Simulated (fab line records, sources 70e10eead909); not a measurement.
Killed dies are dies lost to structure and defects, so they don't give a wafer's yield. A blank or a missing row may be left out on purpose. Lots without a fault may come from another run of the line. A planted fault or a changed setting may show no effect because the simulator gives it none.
A struck lot beside a sound one | flow nand_harc | 14 steps out of a route of 1302
Sound: wafers L672.1, L672.2, L672.4. Struck: wafers L677.1, L677.2, L677.6. The cause comes at the end.
At each step with rows: each side's tool, then ch and its chambers, then its first start. Under that, the readings that differ: sound wafers | struck wafers | difference of the means | sigmas: that difference in standard deviations of wafers without a fault.
alike: readings whose means differ by less than 2 such deviations, and words and numbers that are the same on both sides. not compared: withheld readings, readings that some wafer has no value for, bounds like >300 that may hide the same value, and numbers for which the record gives no deviation and whose values overlap.
The two part at a step that has a row with sigmas, a row that says differs or no value, or rows on one side only. Numbers that don't overlap but have no deviation are shown without sigmas and don't part them. A reading that every wafer of one side lacks parts them only if that side has two wafers or more.

first, 9 steps without rows for these wafers: NHARC_A_STAIRCASE_DEHYDRATE_176 (time 120 s); NHARC_A_STAIRCASE_HMDS_177 (time 30 s); NHARC_A_STAIRCASE_COAT_178; NHARC_A_STAIRCASE_SOFTBAKE_179 (time 170 s); NHARC_A_STAIRCASE_EBR_180; NHARC_A_STAIRCASE_EXPOSE_181 (exposes mask STAIR 2); NHARC_A_STAIRCASE_PEB_182 (peb time 130 s); NHARC_A_STAIRCASE_DEVELOP_183 (time 140 s); NHARC_A_STAIRCASE_HARDBAKE_185 (time 140 s).
NHARC_A_STAIRCASE_DESCUM_186: chemistry O2, time 3 s.
  sound on rie_diel-06 ch 1,2,3, day 18 18:47; struck on rie_diel-06 ch 1,2,3, day 20 08:04
  alike: drypump_motor_current_A, oes_product_au, rf_vpp_V, showerhead_plenum_p_Torr, throttle_valve_pct
  not compared: rf_hours_counter_h
NHARC_A_STAIRCASE_TRIM_187: chemistry O2, time 211.2 s.
  sound on rie_diel-06 ch 0,2,3, day 18 18:51; struck on rie_diel-06 ch 0,1,3, day 20 08:10
  alike: drypump_motor_current_A, oes_product_au, rf_vpp_V, showerhead_plenum_p_Torr, throttle_valve_pct
  not compared: rf_hours_counter_h
NHARC_A_STAIRCASE_ETCH_188: etches the open film in C4F8/O2, target depth 100 nm, time 40.5 s.
  sound on rie_diel-06 ch 1,2,3, day 18 19:01; struck on rie_diel-06 ch 1,2, day 20 08:17
  no value came back on the struck wafers for any of 5 readings (bias_w (W), chamber_pressure_mTorr (mTorr) and others); on the sound wafers bias_w (W) reads 1005 1002 1001
NHARC_A_STAIRCASE_TRIM_189: chemistry O2, time 211.2 s.
  sound on rie_diel-06 ch 0,2,3; struck on rie_diel-06 ch 0,2
  alike: drypump_motor_current_A, oes_product_au, rf_vpp_V, showerhead_plenum_p_Torr, throttle_valve_pct
  not compared: rf_hours_counter_h
-- the record jumps here: 9 days lie between the struck wafers' starts before and after (it left off in module A_STAIRCASE and takes up again in module END, whose first step shown is number 1302 of the route) --
NHARC_END_SORT_01:
  sound on prober-01 ch 0, day 27 10:19; struck on prober-01 ch 0, day 29 10:43
  reading         | sound    | struck      | difference | sigmas
  killed_at_array | 52 73 60 | 672 676 672 | +612       | +36
  killed_dies     | 57 75 67 | 677 677 677 | +611       | +34
  alike: killed_at_other, killed_at_periphery, killed_open, killed_short

WHERE THEY PART
First at NHARC_A_STAIRCASE_ETCH_188; last, within this record, at NHARC_END_SORT_01.

WHY: what the simulator had put in
Skipped step whole: rie_diel-06, from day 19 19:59 on, at NHARC_A_STAIRCASE_ETCH_188. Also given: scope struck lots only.
